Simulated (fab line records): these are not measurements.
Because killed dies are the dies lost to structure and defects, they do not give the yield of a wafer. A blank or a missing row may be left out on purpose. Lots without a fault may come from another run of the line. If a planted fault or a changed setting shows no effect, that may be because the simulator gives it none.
fab line records	flow n5-finfet	part 2 of 2: steps 4 to 6 of 6
record: lots: 23	wafers: 69	last-day: 18
route steps=1938 shown BEOL_M11@1554 BEOL_M12@1639 BEOL_M13@1660
lots that met no fault: from a run of the same line without faults
start-h: start of the lot's first displayed wafer, in hours after the record's first day	wait-h: time in hours since the lot's previous step	" unchanged from the row above	L1.1+2: a single row standing in for several wafers	- value missing, or start not given	* or withheld: withheld	< > ~ a bound
route shown NAME@n: names a module that has steps shown in the file, with the first one's number in the route	usual: mean/standard deviation of fault-free wafers	same: alike in all rows	chamber/n: place in a boat	sites: each site's reading	_std_site: the values' standard deviation	_edge_site: mean of outer sites minus mean of inner sites	radius-mm: for every site, how far away it sits from the centre of the wafer	mask NAME#n: copy n	behind: the most recent tool/chamber to have shaped the wafer	hold: why the lot went on hold/how many hours it stayed there/how the hold came to an end	device: names the non-switching transistor (n, p or np)	end of line: at the end of the route, the tests of the same wafers	a step given without rows: its recipe and nothing more	killed: dies that structure and defects cost at the first sort, which is not the same as the wafer's yield	map: the dies of a wafer, with x for killed, . for not killed, _ for no die there
set.NAME: the setting the step ran with; set.NAME@STEP: the setting that earlier step ran with	model.NAME: the simulator's own value behind a step, which no gauge read
a sample of lots followed through the steps of the route, with each step as a table and each wafer as a row
services: when a tool's chamber went out of use (start-h, in hours from the record's first day, below 0 if earlier), for how many hours, and the reason
== steps ==
step: N5_BEOL_M12_ANNEAL_48
recipe: temp-c: 225	time-s: 90	ambient: N2
usual: anneal-temp-c: 225.04/0.16	anneal-temp-c-max: 226.08/0.29	wafer_temp_C_max: 226.1/0.31
same: time-s: 90
lot.wafer	tool	chamber	start-h	wait-h	anneal-temp-c	anneal-temp-c-max	wafer_temp_C_max
L074.3	rtp-anneal-02	0	247.44	0.2	224.88	226.25	226.0
L074.4	"	0	"	"	224.91	226.04	226.2
L074.6	"	0	"	"	224.99	226.01	225.9
L075.1	rtp-anneal-01	0	257.12	0.1	225.05	225.83	226.4
L075.2	"	0	"	"	225.00	226.06	226.0
L075.4	"	0	"	"	225.09	226.34	226.4
L077.2	rtp-anneal-01	0	266.10	0.1	224.91	226.15	226.6
L077.5	"	0	"	"	224.96	225.78	225.9
L077.6	"	0	"	"	225.29	226.13	226.4
L076.2	rtp-anneal-01	0	276.04	0.3	224.94	225.69	226.1
L076.3	"	0	"	"	224.78	225.68	226.2
L076.4	"	0	"	"	225.29	226.41	225.8
L079.3	rtp-anneal-02	0	280.54	0.2	225.04	226.48	226.0
L079.4	"	0	"	"	224.91	226.06	225.8
L079.6	"	0	"	"	225.14	226.45	225.9
L080.1	rtp-anneal-01	0	280.78	0.1	225.07	225.94	226.4
L080.3	"	0	"	"	225.10	225.99	226.5
L080.4	"	0	"	"	225.14	225.94	226.3
L081.2	rtp-anneal-02	0	281.19	0.1	224.91	226.38	225.9
L081.3	"	0	"	"	225.09	226.14	226.0
L081.5	"	0	"	"	225.13	225.95	226.0
L082.3	rtp-anneal-02	0	296.55	0.2	224.54	225.62	226.2
L082.4	"	0	"	"	224.72	225.65	225.7
L082.6	"	0	"	"	224.89	226.18	225.8
L078.1	rtp-anneal-02	0	302.17	0.1	224.75	226.56	226.0
L078.4	"	0	"	"	225.01	226.34	226.3
L078.5	"	0	"	"	225.15	226.48	226.0
L083.4	rtp-anneal-02	0	305.80	1.0	225.22	226.18	226.1
L083.5	"	0	"	"	225.15	226.24	226.4
L083.6	"	0	"	"	224.99	225.88	226.1
L084.2	rtp-anneal-02	0	310.95	0.9	224.82	226.00	225.6
L084.4	"	0	"	"	225.28	225.95	225.5
L084.6	"	0	"	"	225.06	226.22	225.7
L085.1	rtp-anneal-01	0	332.19	0.1	225.07	226.08	226.3
L085.2	"	0	"	"	225.01	225.77	226.1
L085.6	"	0	"	"	224.87	225.57	226.1
L086.2	rtp-anneal-02	0	332.36	0.1	225.08	226.27	225.6
L086.5	"	0	"	"	225.18	226.12	225.7
L086.6	"	0	"	"	225.16	226.28	226.3
L088.1	rtp-anneal-02	0	340.34	0.1	225.04	226.07	226.6
L088.2	"	0	"	"	225.10	226.17	226.3
L088.3	"	0	"	"	224.98	226.10	225.9
L087.2	rtp-anneal-01	0	347.64	0.1	224.96	225.90	226.2
L087.3	"	0	"	"	224.80	225.60	226.7
L087.6	"	0	"	"	224.98	225.72	226.6
L090.1	rtp-anneal-01	0	360.31	0.3	225.02	225.92	226.2
L090.3	"	0	"	"	224.98	225.64	225.9
L090.5	"	0	"	"	225.12	226.10	226.6
L089.2	rtp-anneal-01	0	366.08	0.4	225.18	226.06	226.2
L089.4	"	0	"	"	224.92	225.77	226.0
L089.6	"	0	"	"	225.18	225.98	226.5
L091.1	rtp-anneal-02	0	368.07	0.7	225.18	226.36	226.2
L091.2	"	0	"	"	224.87	226.29	226.4
L091.4	"	0	"	"	224.95	225.91	226.0
L092.1	rtp-anneal-01	0	376.22	0.1	224.96	225.75	225.9
L092.3	"	0	"	"	225.07	226.17	226.0
L092.4	"	0	"	"	224.82	225.45	226.0
L095.1	rtp-anneal-02	0	384.92	0.3	224.99	225.89	226.2
L095.2	"	0	"	"	224.99	225.90	225.8
L095.4	"	0	"	"	225.08	226.04	225.8
L093.1	rtp-anneal-02	0	388.35	0.1	225.15	226.12	225.7
L093.5	"	0	"	"	225.19	226.71	225.8
L093.6	"	0	"	"	225.29	226.76	225.5
L096.4	rtp-anneal-02	0	395.11	0.2	224.99	226.69	225.6
L096.5	"	0	"	"	224.96	226.11	225.9
L096.6	"	0	"	"	224.99	226.24	225.4
L097.2	rtp-anneal-01	0	396.65	0.1	224.84	225.61	226.3
L097.4	"	0	"	"	224.99	225.74	226.5
L097.5	"	0	"	"	225.27	226.31	226.9
step: N5_BEOL_M13_THK_MEAS_01
recipe: reads: SiOC_of_BEOL_M13_ILD_DEP_00
usual: M13_ILD_THK: 839/11
lot.wafer	tool	chamber	start-h	wait-h	M13_ILD_THK[nm]
L074.3	film-metro-02	-	248.30	0.1	822
L074.4	"	-	"	"	835
L074.6	"	-	"	"	835
L075.1	film-metro-01	-	258.05	0.1	828
L075.2	"	-	"	"	836
L075.4	"	-	"	"	841
L077.2	film-metro-01	-	267.00	0.1	839
L077.5	"	-	"	"	832
L077.6	"	-	"	"	839
L076.2	film-metro-01	-	276.93	0.1	830
L076.3	"	-	"	"	852
L076.4	"	-	"	"	854
L079.3	film-metro-02	-	281.39	0.1	838
L079.4	"	-	"	"	852
L079.6	"	-	"	"	859
L080.1	film-metro-02	-	281.73	0.1	850
L080.3	"	-	"	"	823
L080.4	"	-	"	"	850
L081.2	film-metro-02	-	282.07	0.1	833
L081.3	"	-	"	"	837
L081.5	"	-	"	"	843
L082.3	film-metro-01	-	297.39	0.1	823
L082.4	"	-	"	"	849
L082.6	"	-	"	"	834
L078.1	film-metro-01	-	303.10	0.1	826
L078.4	"	-	"	"	848
L078.5	"	-	"	"	838
L083.4	film-metro-01	-	306.62	0.0	842
L083.5	"	-	"	"	845
L083.6	"	-	"	"	838
L084.2	film-metro-02	-	311.85	0.1	831
L084.4	"	-	"	"	840
L084.6	"	-	"	"	834
L085.1	film-metro-01	-	333.13	0.1	836
L085.2	"	-	"	"	831
L085.6	"	-	"	"	844
L086.2	film-metro-02	-	333.24	0.1	822
L086.5	"	-	"	"	858
L086.6	"	-	"	"	862
L088.1	film-metro-02	-	341.27	0.1	834
L088.2	"	-	"	"	833
L088.3	"	-	"	"	832
L087.2	film-metro-02	-	348.61	0.1	846
L087.3	"	-	"	"	834
L087.6	"	-	"	"	837
L090.1	film-metro-02	-	361.51	0.1	829
L090.3	"	-	"	"	821
L090.5	"	-	"	"	845
L089.2	film-metro-01	-	367.19	0.1	827
L089.4	"	-	"	"	849
L089.6	"	-	"	"	846
L091.1	film-metro-02	-	369.00	0.1	834
L091.2	"	-	"	"	836
L091.4	"	-	"	"	848
L092.1	film-metro-01	-	377.17	0.1	850
L092.3	"	-	"	"	840
L092.4	"	-	"	"	855
L095.1	film-metro-02	-	385.88	0.1	826
L095.2	"	-	"	"	823
L095.4	"	-	"	"	838
L093.1	film-metro-02	-	389.34	0.2	825
L093.5	"	-	"	"	839
L093.6	"	-	"	"	839
L096.4	film-metro-02	-	396.01	0.1	842
L096.5	"	-	"	"	836
L096.6	"	-	"	"	828
L097.2	film-metro-02	-	397.56	0.1	852
L097.4	"	-	"	"	844
L097.5	"	-	"	"	855
step: N5_BEOL_M13_CD_MEAS_10
recipe: target-cd-nm: 190	landing-energy-ev: 500	detector: se-inlens	polarity: opening
usual: cd-nm: 190.3/1.6
lot.wafer	tool	chamber	start-h	wait-h	cd-nm
L074.3	cd-sem-01	0	248.73	-	190.0
L074.4	"	0	"	"	193.1
L074.6	"	0	"	"	192.1
L075.1	cd-sem-03	0	258.48	-	192.0
L075.2	"	0	"	"	190.7
L075.4	"	0	"	"	189.9
L077.2	cd-sem-01	0	267.31	-	189.4
L077.5	"	0	"	"	187.4
L077.6	"	0	"	"	189.2
L076.2	cd-sem-02	0	277.36	-	189.3
L076.3	"	0	"	"	190.6
L076.4	"	0	"	"	191.7
L079.3	cd-sem-02	0	281.82	-	189.5
L079.4	"	0	"	"	189.6
L079.6	"	0	"	"	188.1
L080.1	cd-sem-02	0	282.03	-	185.8
L080.3	"	0	"	"	189.5
L080.4	"	0	"	"	187.1
L081.2	cd-sem-03	0	282.38	-	192.3
L081.3	"	0	"	"	192.9
L081.5	"	0	"	"	189.8
L082.3	cd-sem-03	0	297.69	-	190.3
L082.4	"	0	"	"	190.7
L082.6	"	0	"	"	191.3
L078.1	cd-sem-01	0	303.53	-	187.2
L078.4	"	0	"	"	188.1
L078.5	"	0	"	"	189.5
L083.4	cd-sem-03	0	306.93	-	191.6
L083.5	"	0	"	"	190.7
L083.6	"	0	"	"	192.2
L084.2	cd-sem-01	0	312.28	-	190.7
L084.4	"	0	"	"	190.2
L084.6	"	0	"	"	191.6
L085.1	cd-sem-02	0	333.43	-	189.0
L085.2	"	0	"	"	191.1
L085.6	"	0	"	"	190.2
L086.2	cd-sem-03	0	333.67	-	191.6
L086.5	"	0	"	"	190.3
L086.6	"	0	"	"	188.1
L088.1	cd-sem-02	0	341.72	-	189.7
L088.2	"	0	"	"	192.4
L088.3	"	0	"	"	188.7
L087.2	cd-sem-01	0	348.91	-	193.6
L087.3	"	0	"	"	192.2
L087.6	"	0	"	"	192.3
L090.1	cd-sem-01	0	361.94	-	190.6
L090.3	"	0	"	"	190.6
L090.5	"	0	"	"	189.1
L089.2	cd-sem-03	0	367.62	-	185.4
L089.4	"	0	"	"	189.9
L089.6	"	0	"	"	189.6
L091.1	cd-sem-03	0	369.30	-	189.7
L091.2	"	0	"	"	188.7
L091.4	"	0	"	"	190.6
L092.1	cd-sem-02	0	377.47	-	192.8
L092.3	"	0	"	"	191.9
L092.4	"	0	"	"	190.2
L095.1	cd-sem-01	0	386.19	-	189.8
L095.2	"	0	"	"	191.7
L095.4	"	0	"	"	193.1
L093.1	cd-sem-02	0	389.77	-	190.1
L093.5	"	0	"	"	189.8
L093.6	"	0	"	"	190.5
L096.4	cd-sem-01	0	396.32	-	190.7
L096.5	"	0	"	"	188.3
L096.6	"	0	"	"	189.4
L097.2	cd-sem-03	0	397.87	-	189.7
L097.4	"	0	"	"	189.5
L097.5	"	0	"	"	189.2
== services ==
tool	chamber	start-h	hours	kind
rie-diel-05	-	218.37	0.1	repair
rie-diel-05	3	242.46	40.9	repair
rie-diel-04	1	252.29	3.0	repair
rie-diel-01	3	254.41	9.7	repair
rie-diel-02	3	255.88	9.2	repair
rie-diel-03	3	274.13	5.8	repair
rie-diel-01	3	275.10	4.1	repair
rie-diel-06	2	275.94	2.5	repair
rie-diel-03	2	283.09	-	clean
rie-diel-03	2	283.09	-	consumable-replace:focus-ring
rie-diel-03	2	283.09	32.6	scheduled-down
rie-diel-03	2	283.09	32.6	vent-cycle
rie-diel-03	0	311.45	3.0	repair
rtp-anneal-02	-	316.34	5.9	pm
rie-diel-02	1	338.28	8.1	repair
rie-diel-03	3	340.36	-	clean
rie-diel-03	3	340.36	-	consumable-replace:esc
rie-diel-03	3	340.36	-	consumable-replace:focus-ring
rie-diel-03	3	340.36	23.1	scheduled-down
rie-diel-02	-	367.53	0.8	repair
rie-diel-01	3	380.35	-	clean
rie-diel-01	3	380.35	-	consumable-replace:focus-ring
rie-diel-01	3	380.35	17.6	scheduled-down
rie-diel-01	3	380.35	17.6	vent-cycle
